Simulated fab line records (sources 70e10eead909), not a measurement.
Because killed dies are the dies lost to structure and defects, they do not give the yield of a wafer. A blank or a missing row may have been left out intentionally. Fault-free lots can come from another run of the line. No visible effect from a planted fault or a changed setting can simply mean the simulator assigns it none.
Which tool was responsible? + flow nand-harc + 69 wafers from 23 lots sampled at 6 of the route's 1159 steps

== WHAT EACH GAUGE READ, for each wafer ==
The record holds no reading of a measuring or inspecting step that can be judged against a usual standard deviation.

== WHICH TOOL RAN EACH LOT (tool, then ch and the chambers of the sampled wafers, then the start) ==
| lot  | NHARC_A_CONTACT_ETCH_31                       | NHARC_A_BLC_STRIP_21               | NHARC_A_M0_DEGAS_28          | NHARC_A_M0_PVD_21                       | NHARC_A_M1_ETCH_35                 | NHARC_A_BONDPAD_ETCH_12        |
|------|-----------------------------------------------|------------------------------------|------------------------------|-----------------------------------------|------------------------------------|--------------------------------|
| L074 | rie-diel-04 ch 1,2, day 17 06:24 or earlier   | rie-diel-01 ch 0,1, day 17 06:24   | pvd-sputter-01, day 17 12:14 | pvd-sputter-01, day 17 15:28 or earlier | rie-diel-08 ch 0,2,3, day 17 15:28 | rie-diel-09 ch 2,3, no start   |
| L075 | rie-diel-02 ch 2,3, day 17 15:59 or earlier   | rie-diel-01 ch 1,2,3, day 17 15:59 | pvd-sputter-01, day 18 02:02 | pvd-sputter-01, day 18 05:34 or earlier | rie-diel-03 ch 1,2,3, day 18 05:34 | rie-diel-02 ch 0,1,2, no start |
| L077 | rie-diel-04 ch 0,1,3, day 17 17:17 or earlier | rie-diel-01 ch 0,2, day 17 17:17   | pvd-sputter-02, day 18 02:14 | pvd-sputter-02, day 18 05:19 or earlier | rie-diel-08 ch 2,3, day 18 05:19   | rie-diel-09 ch 0,1,3, no start |
| L076 | rie-diel-12 ch 0,1,2, day 17 17:45 or earlier | rie-diel-07 ch 0,1, day 17 17:45   | pvd-sputter-02, day 18 02:49 | pvd-sputter-02, day 18 06:14 or earlier | rie-diel-08 ch 0,2,3, day 18 06:14 | rie-diel-09 ch 0,2, no start   |
| L079 | rie-diel-12 ch 0,3, day 18 02:52 or earlier   | rie-diel-06 ch 0,2, day 18 02:52   | pvd-sputter-01, day 18 07:10 | pvd-sputter-01, day 18 10:49 or earlier | rie-diel-11 ch 1,3, day 18 10:49   | rie-diel-09 ch 0,1,2, no start |
| L081 | rie-diel-02 ch 0,1,2, day 18 19:31 or earlier | rie-diel-06 ch 0,1, day 18 19:31   | pvd-sputter-01, day 18 23:21 | pvd-sputter-01, day 19 02:44 or earlier | rie-diel-11 ch 1,2,3, day 19 02:44 | rie-diel-12 ch 1,2,3, no start |
| L080 | rie-diel-04 ch 0,1,2, day 18 19:40 or earlier | rie-diel-07 ch 1,3, day 18 19:40   | pvd-sputter-02, day 18 23:46 | pvd-sputter-02, day 19 03:02 or earlier | rie-diel-11 ch 1,2, day 19 03:02   | rie-diel-02 ch 1,3, no start   |
| L078 | rie-diel-12 ch 0,2, day 18 22:59 or earlier   | rie-diel-07 ch 0,1,2, day 18 22:59 | pvd-sputter-03, day 19 05:31 | pvd-sputter-03, day 19 08:40 or earlier | rie-diel-08 ch 0,1,2, day 19 08:40 | rie-diel-09 ch 0,2, no start   |
| L082 | rie-diel-04 ch 0,1,2, day 19 07:51 or earlier | rie-diel-06 ch 0,1, day 19 07:51   | pvd-sputter-01, day 19 13:53 | pvd-sputter-01, day 19 17:12 or earlier | rie-diel-11 ch 0,2,3, day 19 17:12 | rie-diel-09 ch 0,1,3, no start |
| L085 | rie-diel-02 ch 0,2,3, day 19 23:16 or earlier | rie-diel-07 ch 0,2,3, day 19 23:16 | pvd-sputter-01, day 20 02:59 | pvd-sputter-01, day 20 06:08 or earlier | rie-diel-11 ch 0,1,2, day 20 06:08 | rie-diel-09 ch 0,2,3, no start |
| L084 | rie-diel-12 ch 2,3, day 19 23:36 or earlier   | rie-diel-07 ch 1,2,3, day 19 23:36 | pvd-sputter-01, day 20 03:28 | pvd-sputter-01, day 20 07:01 or earlier | rie-diel-08 ch 1,3, day 20 07:01   | rie-diel-09 ch 0,2,3, no start |
| L087 | rie-diel-04 ch 0,3, day 20 05:59 or earlier   | rie-diel-07 ch 0,1, day 20 05:59   | pvd-sputter-02, day 20 11:24 | pvd-sputter-02, day 20 15:07 or earlier | rie-diel-11 ch 0,1, day 20 15:07   | rie-diel-09 ch 0,3, no start   |
| L088 | rie-diel-12 ch 1,2, day 20 05:14 or earlier   | rie-diel-07 ch 0,1,3, day 20 05:14 | pvd-sputter-02, day 20 10:49 | pvd-sputter-02, day 20 13:59 or earlier | rie-diel-08 ch 0,1, day 20 13:59   | rie-diel-09 ch 0,2,3, no start |
| L086 | rie-diel-04 ch 0,2,3, day 20 16:18 or earlier | rie-diel-07 ch 0,1,3, day 20 16:18 | pvd-sputter-03, day 20 20:22 | pvd-sputter-03, day 20 23:37 or earlier | rie-diel-03 ch 1,3, day 20 23:37   | rie-diel-09 ch 1,2,3, no start |
| L089 | rie-diel-12 ch 0,1,2, day 20 23:26 or earlier | rie-diel-06 ch 0,1,2, day 20 23:26 | pvd-sputter-01, day 21 10:06 | pvd-sputter-01, day 21 13:13 or earlier | rie-diel-03 ch 1,2,3, day 21 13:13 | rie-diel-09 ch 1,2,3, no start |
| L090 | rie-diel-12 ch 0,1,2, day 21 04:44 or earlier | rie-diel-06 ch 1,2,3, day 21 04:44 | pvd-sputter-02, day 21 11:07 | pvd-sputter-02, day 21 14:22 or earlier | rie-diel-03 ch 1,2,3, day 21 14:22 | rie-diel-09 ch 1,2,3, no start |
| L092 | rie-diel-12 ch 1,3, day 21 11:41 or earlier   | rie-diel-07 ch 2,3, day 21 11:41   | pvd-sputter-03, day 21 17:44 | pvd-sputter-03, day 21 21:00 or earlier | rie-diel-11 ch 0,3, day 21 21:00   | rie-diel-09 ch 0,3, no start   |
| L091 | rie-diel-04 ch 2,3, day 21 17:20 or earlier   | rie-diel-07 ch 0,1,2, day 21 17:20 | pvd-sputter-01, day 22 01:41 | pvd-sputter-01, day 22 05:01 or earlier | rie-diel-03 ch 0,2,3, day 22 05:01 | rie-diel-12 ch 0,1,3, no start |
| L094 | rie-diel-12 ch 0,2,3, day 21 18:02 or earlier | rie-diel-07 ch 1,2,3, day 21 18:02 | pvd-sputter-02, day 22 02:14 | pvd-sputter-02, day 22 05:35 or earlier | rie-diel-08 ch 0,1,3, day 22 05:35 | rie-diel-09 ch 0,1,2, no start |
| L093 | rie-diel-04 ch 1,2,3, day 21 18:50 or earlier | rie-diel-07 ch 1,2,3, day 21 18:50 | pvd-sputter-02, day 22 02:41 | pvd-sputter-02, day 22 05:59 or earlier | rie-diel-11 ch 1,2, day 22 05:59   | rie-diel-09 ch 1,2,3, no start |
| L095 | rie-diel-12 ch 0,2,3, day 22 10:18 or earlier | rie-diel-06 ch 0,1,3, day 22 10:18 | pvd-sputter-02, day 22 14:08 | pvd-sputter-02, day 22 17:22 or earlier | rie-diel-11 ch 0,1,3, day 22 17:22 | rie-diel-09 ch 0,1,2, no start |
| L097 | rie-diel-12 ch 0,1,3, day 22 19:25 or earlier | rie-diel-07 ch 0,1,3, day 22 19:25 | pvd-sputter-03, day 23 03:49 | pvd-sputter-03, day 23 08:26 or earlier | rie-diel-11 ch 0,3, day 23 08:26   | rie-diel-09 ch 0,1,2, no start |
| L096 | rie-diel-02 ch 0,1,3, day 23 03:36 or earlier | rie-diel-07 ch 0,1,3, day 23 03:36 | pvd-sputter-01, day 23 14:51 | pvd-sputter-01, day 23 18:01 or earlier | rie-diel-03 ch 0,2,3, day 23 18:01 | rie-diel-09 ch 1,3, no start   |
- NHARC_A_CONTACT_ETCH_31: etches the open film in O2/COS, target depth 2000 nm, time 520 s.
- NHARC_A_BLC_STRIP_21: strips in O2.
- NHARC_A_M0_DEGAS_28: time 60 s.
- NHARC_A_M0_PVD_21: deposits Cu, target thk 30 nm, time 20.49 s.
- NHARC_A_M1_ETCH_35: etches the open film in N2/H2, target depth 40 nm, overetch 12 nm, time 43.94 s.
- NHARC_A_BONDPAD_ETCH_12: etches the open film in CHF3/O2, target depth 220 nm, time 110 s.

== AS READ BY THE TOOLS THEMSELVES (means over the sampled wafers that have a number; for cases with no such wafer, the mark the record gives instead) ==
NHARC_A_CONTACT_ETCH_31. Usual: drypump-motor-current-A 5.4 A, standard deviation 0.46; oes-product-au 1.003 a.u., standard deviation 0.012; rf-vpp-V 313.8 V, standard deviation 1.6; showerhead-plenum-p-Torr 3.10 Torr, standard deviation 0.1; throttle-valve-pct 28.330 %, standard deviation 0.0094.
| lot  | tool        | drypump-motor-current-A (A) | oes-product-au (a.u.) | rf-vpp-V (V) | showerhead-plenum-p-Torr (Torr) | throttle-valve-pct (%) | flag |
|------|-------------|-----------------------------|-----------------------|--------------|---------------------------------|------------------------|------|
| L074 | rie-diel-04 | 5.3                         | 1.008                 | 313.6        | 3.10                            | 28.334                 |      |
| L075 | rie-diel-02 | 5.3                         | 1.013                 | 315.6        | 3.19                            | 28.328                 |      |
| L077 | rie-diel-04 | 5.3                         | 1.004                 | 313.3        | 3.06                            | 28.331                 |      |
| L076 | rie-diel-12 | 5.1                         | 1.007                 | 314.7        | 3.14                            | 28.321                 |      |
| L079 | rie-diel-12 | 5.8                         | 0.999                 | 314.1        | 3.06                            | 28.331                 |      |
| L081 | rie-diel-02 | 5.6                         | 1.021                 | 314.9        | 3.19                            | 28.332                 |      |
| L080 | rie-diel-04 | 5.4                         | 1.005                 | 314.3        | 3.08                            | 28.330                 |      |
| L078 | rie-diel-12 | 5.4                         | 1.000                 | 313.8        | 3.08                            | 28.328                 |      |
| L082 | rie-diel-04 | 5.5                         | 1.015                 | 313.2        | 3.08                            | 28.329                 |      |
| L085 | rie-diel-02 | 5.5                         | 1.016                 | 314.2        | 3.17                            | 28.327                 |      |
| L084 | rie-diel-12 | 5.5                         | 1.010                 | 312.9        | 3.03                            | 28.333                 |      |
| L087 | rie-diel-04 | 5.5                         | 1.005                 | 313.0        | 3.04                            | 28.332                 |      |
| L088 | rie-diel-12 | 4.9                         | 0.986                 | 315.8        | 3.19                            | 28.330                 |      |
| L086 | rie-diel-04 | 5.6                         | 1.004                 | 312.2        | 3.03                            | 28.331                 |      |
| L089 | rie-diel-12 | 5.1                         | 0.996                 | 314.3        | 3.14                            | 28.332                 |      |
| L090 | rie-diel-12 | 5.1                         | 0.989                 | 314.5        | 3.14                            | 28.337                 |      |
| L092 | rie-diel-12 | 5.2                         | 0.988                 | 314.4        | 3.16                            | 28.335                 |      |
| L091 | rie-diel-04 | 5.7                         | 1.020                 | 312.8        | 3.02                            | 28.323                 |      |
| L094 | rie-diel-12 | 5.6                         | 0.998                 | 312.5        | 3.04                            | 28.333                 |      |
| L093 | rie-diel-04 | 5.4                         | 1.013                 | 312.5        | 3.03                            | 28.326                 |      |
| L095 | rie-diel-12 | 5.6                         | 0.991                 | 313.4        | 3.03                            | 28.321                 |      |
| L097 | rie-diel-12 | 5.5                         | 0.990                 | 313.7        | 3.10                            | 28.338                 |      |
| L096 | rie-diel-02 | 5.6                         | 0.996                 | 313.6        | 3.09                            | 28.322                 |      |

NHARC_A_BLC_STRIP_21. Usual: drypump-motor-current-A 5.8 A, standard deviation 0.31; oes-product-au 1.002 a.u., standard deviation 0.0087; rf-vpp-V 57.6 V, standard deviation 0.97; showerhead-plenum-p-Torr 3.49 Torr, standard deviation 0.17; throttle-valve-pct 17.036 %, standard deviation 0.01.
| lot  | tool        | drypump-motor-current-A (A) | oes-product-au (a.u.) | rf-vpp-V (V) | showerhead-plenum-p-Torr (Torr) | throttle-valve-pct (%) | flag |
|------|-------------|-----------------------------|-----------------------|--------------|---------------------------------|------------------------|------|
| L074 | rie-diel-01 | 5.2                         | 1.004                 | 58.0         | 3.63                            | 17.041                 |      |
| L075 | rie-diel-01 | 5.5                         | 1.008                 | 57.5         | 3.59                            | 17.042                 |      |
| L077 | rie-diel-01 | 6.0                         | 0.998                 | 58.3         | 3.33                            | 17.039                 |      |
| L076 | rie-diel-07 | 5.9                         | 1.004                 | 57.9         | 3.39                            | 17.026                 |      |
| L079 | rie-diel-06 | 6.1                         | 1.002                 | 57.8         | 3.63                            | 17.038                 |      |
| L081 | rie-diel-06 | 5.7                         | 1.003                 | 57.7         | 3.66                            | 17.021                 |      |
| L080 | rie-diel-07 | 5.7                         | 1.003                 | 57.7         | 3.62                            | 17.040                 |      |
| L078 | rie-diel-07 | 5.8                         | 1.001                 | 56.9         | 3.36                            | 17.033                 |      |
| L082 | rie-diel-06 | 5.7                         | 1.004                 | 57.8         | 3.65                            | 17.032                 |      |
| L085 | rie-diel-07 | 5.8                         | 1.009                 | 56.4         | 3.47                            | 17.032                 |      |
| L084 | rie-diel-07 | 5.7                         | 1.004                 | 58.0         | 3.48                            | 17.040                 |      |
| L087 | rie-diel-07 | 5.8                         | 0.998                 | 57.4         | 3.40                            | 17.036                 |      |
| L088 | rie-diel-07 | 5.8                         | 1.005                 | 58.7         | 3.50                            | 17.031                 |      |
| L086 | rie-diel-07 | 5.8                         | 0.998                 | 58.2         | 3.50                            | 17.038                 |      |
| L089 | rie-diel-06 | 5.8                         | 0.999                 | 58.3         | 3.64                            | 17.039                 |      |
| L090 | rie-diel-06 | 6.1                         | 1.005                 | 58.7         | 3.58                            | 17.037                 |      |
| L092 | rie-diel-07 | 5.7                         | 1.008                 | 57.1         | 3.44                            | 17.041                 |      |
| L091 | rie-diel-07 | 5.8                         | 1.003                 | 56.8         | 3.36                            | 17.038                 |      |
| L094 | rie-diel-07 | 5.7                         | 0.997                 | 58.1         | 3.47                            | 17.035                 |      |
| L093 | rie-diel-07 | 5.7                         | 1.001                 | 57.5         | 3.47                            | 17.028                 |      |
| L095 | rie-diel-06 | 5.9                         | 0.999                 | 57.6         | 3.52                            | 17.027                 |      |
| L097 | rie-diel-07 | 5.8                         | 0.999                 | 57.3         | 3.50                            | 17.040                 |      |
| L096 | rie-diel-07 | 5.8                         | 1.006                 | 57.3         | 3.49                            | 17.034                 |      |

NHARC_A_M0_DEGAS_28. Usual: heater-power-w at 334 W, with a standard deviation of 46.
| lot  | tool           | heater-power-w (W) | flag |
|------|----------------|--------------------|------|
| L074 | pvd-sputter-01 | 370                |      |
| L075 | pvd-sputter-01 | 327                |      |
| L077 | pvd-sputter-02 | 302                |      |
| L076 | pvd-sputter-02 | 356                |      |
| L079 | pvd-sputter-01 | 285                |      |
| L081 | pvd-sputter-01 | 345                |      |
| L080 | pvd-sputter-02 | 309                |      |
| L078 | pvd-sputter-03 | 342                |      |
| L082 | pvd-sputter-01 | 353                |      |
| L085 | pvd-sputter-01 | 319                |      |
| L084 | pvd-sputter-01 | 367                |      |
| L087 | pvd-sputter-02 | 363                |      |
| L088 | pvd-sputter-02 | 343                |      |
| L086 | pvd-sputter-03 | 319                |      |
| L089 | pvd-sputter-01 | 321                |      |
| L090 | pvd-sputter-02 | 338                |      |
| L092 | pvd-sputter-03 | 313                |      |
| L091 | pvd-sputter-01 | 326                |      |
| L094 | pvd-sputter-02 | 313                |      |
| L093 | pvd-sputter-02 | 375                |      |
| L095 | pvd-sputter-02 | 343                |      |
| L097 | pvd-sputter-03 | 334                |      |
| L096 | pvd-sputter-01 | 327                |      |

NHARC_A_M0_PVD_21. Usual: throttle-valve-pct at 30.4 %, with a standard deviation of 1.1.
| lot  | tool           | throttle-valve-pct (%) | flag |
|------|----------------|------------------------|------|
| L074 | pvd-sputter-01 | 30.5                   |      |
| L075 | pvd-sputter-01 | 30.6                   |      |
| L077 | pvd-sputter-02 | 31.3                   |      |
| L076 | pvd-sputter-02 | 29.8                   |      |
| L079 | pvd-sputter-01 | 30.3                   |      |
| L081 | pvd-sputter-01 | 30.9                   |      |
| L080 | pvd-sputter-02 | 30.7                   |      |
| L078 | pvd-sputter-03 | 30.6                   |      |
| L082 | pvd-sputter-01 | 31.0                   |      |
| L085 | pvd-sputter-01 | 30.8                   |      |
| L084 | pvd-sputter-01 | 30.6                   |      |
| L087 | pvd-sputter-02 | 30.1                   |      |
| L088 | pvd-sputter-02 | 30.0                   |      |
| L086 | pvd-sputter-03 | 29.3                   |      |
| L089 | pvd-sputter-01 | 30.6                   |      |
| L090 | pvd-sputter-02 | 30.6                   |      |
| L092 | pvd-sputter-03 | 29.4                   |      |
| L091 | pvd-sputter-01 | 30.7                   |      |
| L094 | pvd-sputter-02 | 30.0                   |      |
| L093 | pvd-sputter-02 | 30.3                   |      |
| L095 | pvd-sputter-02 | 30.8                   |      |
| L097 | pvd-sputter-03 | 28.4                   |      |
| L096 | pvd-sputter-01 | 30.3                   |      |

NHARC_A_M1_ETCH_35. Usual: drypump-motor-current-A 6.0 A, standard deviation 0.47; n2-flow-sccm 150.0 sccm, standard deviation 0.45; oes-product-au 0.996 a.u., standard deviation 0.01; rf-vpp-V 430.6 V, standard deviation 2.7; showerhead-plenum-p-Torr 2.04 Torr, standard deviation 0.092; throttle-valve-pct 14.171 %, standard deviation 0.0096.
| lot  | tool        | drypump-motor-current-A (A) | n2-flow-sccm (sccm) | oes-product-au (a.u.) | rf-vpp-V (V) | showerhead-plenum-p-Torr (Torr) | throttle-valve-pct (%) | flag |
|------|-------------|-----------------------------|---------------------|-----------------------|--------------|---------------------------------|------------------------|------|
| L074 | rie-diel-08 | 6.2                         | 150.3               | 0.991                 | 433.0        | 2.11                            | 14.173                 |      |
| L075 | rie-diel-03 | 5.4                         | 150.5               | 0.998                 | 429.2        | 2.00                            | 14.168                 |      |
| L077 | rie-diel-08 | 6.3                         | 150.3               | 0.999                 | 432.3        | 2.13                            | 14.170                 |      |
| L076 | rie-diel-08 | 6.3                         | 150.2               | 0.994                 | 432.6        | 2.11                            | 14.180                 |      |
| L079 | rie-diel-11 | 6.1                         | 149.7               | 0.989                 | 428.4        | 1.98                            | 14.171                 |      |
| L081 | rie-diel-11 | 6.1                         | 149.9               | 1.005                 | 429.3        | 1.97                            | 14.167                 |      |
| L080 | rie-diel-11 | 6.0                         | 149.7               | 1.000                 | 429.1        | 1.98                            | 14.167                 |      |
| L078 | rie-diel-08 | 6.2                         | 150.0               | 0.986                 | 433.2        | 2.11                            | 14.165                 |      |
| L082 | rie-diel-11 | 6.3                         | 150.2               | 1.002                 | 429.9        | 2.01                            | 14.174                 |      |
| L085 | rie-diel-11 | 6.2                         | 150.6               | 0.988                 | 430.0        | 2.03                            | 14.174                 |      |
| L084 | rie-diel-08 | 6.3                         | 150.5               | 1.000                 | 434.2        | 2.17                            | 14.170                 |      |
| L087 | rie-diel-11 | 6.4                         | 150.2               | 1.005                 | 432.1        | 2.09                            | 14.176                 |      |
| L088 | rie-diel-08 | 6.2                         | 149.7               | 0.997                 | 433.2        | 2.13                            | 14.168                 |      |
| L086 | rie-diel-03 | 5.5                         | 150.2               | 0.990                 | 432.1        | 2.09                            | 14.166                 |      |
| L089 | rie-diel-03 | 5.3                         | 150.1               | 0.989                 | 429.3        | 2.00                            | 14.176                 |      |
| L090 | rie-diel-03 | 5.4                         | 150.0               | 0.992                 | 429.2        | 2.00                            | 14.175                 |      |
| L092 | rie-diel-11 | 6.5                         | 150.2               | 1.002                 | 431.5        | 2.08                            | 14.170                 |      |
| L091 | rie-diel-03 | 5.1                         | 149.9               | 0.998                 | 428.5        | 1.96                            | 14.166                 |      |
| L094 | rie-diel-08 | 6.2                         | 149.5               | 1.003                 | 433.5        | 2.15                            | 14.178                 |      |
| L093 | rie-diel-11 | 6.0                         | 150.2               | 0.997                 | 428.6        | 1.98                            | 14.159                 |      |
| L095 | rie-diel-11 | 6.3                         | 150.3               | 1.007                 | 430.7        | 2.03                            | 14.158                 |      |
| L097 | rie-diel-11 | 6.4                         | 150.0               | 1.007                 | 429.3        | 2.01                            | 14.177                 |      |
| L096 | rie-diel-03 | 5.1                         | 150.0               | 0.992                 | 428.6        | 1.96                            | 14.172                 |      |

NHARC_A_BONDPAD_ETCH_12. Usual: drypump-motor-current-A 5.37 A, standard deviation 0.27; oes-product-au 0.953 a.u., standard deviation 0.022; rf-vpp-V 369.3 V, standard deviation 1.8; showerhead-plenum-p-Torr 2.34 Torr, standard deviation 0.077; throttle-valve-pct 20.573 %, standard deviation 0.0081.
| lot  | tool        | drypump-motor-current-A (A) | oes-product-au (a.u.) | rf-vpp-V (V) | showerhead-plenum-p-Torr (Torr) | throttle-valve-pct (%) | flag |
|------|-------------|-----------------------------|-----------------------|--------------|---------------------------------|------------------------|------|
| L074 | rie-diel-09 | 5.23                        | 0.964                 | 369.6        | 2.32                            | 20.580                 |      |
| L075 | rie-diel-02 | 5.56                        | 0.945                 | 371.8        | 2.45                            | 20.568                 |      |
| L077 | rie-diel-09 | 5.32                        | 0.960                 | 368.8        | 2.29                            | 20.570                 |      |
| L076 | rie-diel-09 | 5.57                        | 0.983                 | 370.0        | 2.36                            | 20.576                 |      |
| L079 | rie-diel-09 | 5.50                        | 0.969                 | 369.0        | 2.34                            | 20.569                 |      |
| L081 | rie-diel-12 | 5.32                        | 0.928                 | 370.8        | 2.38                            | 20.573                 |      |
| L080 | rie-diel-02 | 5.46                        | 0.951                 | 370.0        | 2.41                            | 20.577                 |      |
| L078 | rie-diel-09 | 5.58                        | 0.970                 | 369.1        | 2.40                            | 20.574                 |      |
| L082 | rie-diel-09 | 5.32                        | 0.968                 | 368.1        | 2.29                            | 20.572                 |      |
| L085 | rie-diel-09 | 5.41                        | 0.948                 | 369.8        | 2.34                            | 20.575                 |      |
| L084 | rie-diel-09 | 5.42                        | 0.968                 | 370.7        | 2.34                            | 20.569                 |      |
| L087 | rie-diel-09 | 5.40                        | 0.987                 | 367.8        | 2.31                            | 20.569                 |      |
| L088 | rie-diel-09 | 5.39                        | 0.977                 | 369.8        | 2.34                            | 20.568                 |      |
| L086 | rie-diel-09 | 5.33                        | 0.961                 | 368.9        | 2.32                            | 20.567                 |      |
| L089 | rie-diel-09 | 5.31                        | 0.951                 | 369.2        | 2.32                            | 20.577                 |      |
| L090 | rie-diel-09 | 5.30                        | 0.944                 | 368.7        | 2.32                            | 20.569                 |      |
| L092 | rie-diel-09 | 5.23                        | 0.924                 | 368.8        | 2.29                            | 20.575                 |      |
| L091 | rie-diel-12 | 5.46                        | 0.914                 | 370.6        | 2.39                            | 20.581                 |      |
| L094 | rie-diel-09 | 5.46                        | 0.943                 | 369.5        | 2.34                            | 20.576                 |      |
| L093 | rie-diel-09 | 5.32                        | 0.924                 | 368.0        | 2.32                            | 20.565                 |      |
| L095 | rie-diel-09 | 5.51                        | 0.923                 | 369.1        | 2.34                            | 20.582                 |      |
| L097 | rie-diel-09 | 5.46                        | 0.942                 | 369.0        | 2.34                            | 20.567                 |      |
| L096 | rie-diel-09 | 5.14                        | 0.948                 | 367.8        | 2.27                            | 20.567                 |      |

== THE ANSWER, worked out from the rows above alone ==
Rule: lot off if the mean of its wafers having a number is beyond 3 standard deviations from the usual mean. Also off: a lot with no number at a reading for which 4 or more lots have one. Any other lot the step has rows for is counted as sound. First the gauges in route order, then the tools' own readings, where a lot's mean is used as printed above. The first step at which some lot is off is used, and at that step the reading that is off furthest; a lot without a number counts as furthest.
No lot is off on any of the readings shown, so nothing can be concluded from this.

== WHAT HAD BEEN PUT IN BY THE SIMULATOR ==
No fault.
